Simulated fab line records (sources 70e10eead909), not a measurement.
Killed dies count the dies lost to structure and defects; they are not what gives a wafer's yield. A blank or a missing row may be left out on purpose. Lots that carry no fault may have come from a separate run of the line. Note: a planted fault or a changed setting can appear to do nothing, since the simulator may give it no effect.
Chamber matching    flow nandHarc    NHARC_A_STAIRCASE_TRIM_187 on rieDiel-02 has 4 sister chambers
The step chemistry O2, time 211.2 s. 4 wafers are shown with their chamber, then 11 later ones without.

## WAFERS PAIRED WITH THEIR CHAMBERS
wafer   chamber  drypumpMotorCurrentA (A)
L092.4  1        6.0
L092.5  3        5.2
L092.6  0        5.9
L093.1  2        5.4

## WAFERS WITHOUT THEIR CHAMBER
wafer   drypumpMotorCurrentA (A)
L093.2  5.8
L093.3  6.0
L094.1  5.2
L094.2  5.9
L094.3  6.0
L095.3  5.2
L095.4  6.0
L095.6  5.9
L097.1  5.3
L097.4  5.2
L097.5  5.4

## EACH ONE'S CHAMBER
wafer   from the rows above      in truth
L093.2  0                        0
L093.3  1                        1
L094.1  3                        3
L094.2  0                        0
L094.3  1                        1
L095.3  3                        3
L095.4  1                        1
L095.6  0                        0
L097.1  can't be placed: 3 or 2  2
L097.4  3                        3
L097.5  2                        2
Correctly placed: 10 of 11. These rows do not allow placing 1 (true chamber among the candidates in 1). Placed wrongly: 0.
How it was worked out, from the rows above alone: a wafer's distance from a chamber is the root of the sum, over the readings, of the square of ((its reading less the chamber's mean) divided by the reading's scatter). The wafer belongs to the nearest chamber; if the next one is less than 2 further off, it can't be placed. For every chamber, the mean is computed from those of its wafers that are shown. The scatter (one wafer shown for each chamber): square how far every hidden wafer sits from the nearest shown wafer, average those squares and take the square root.
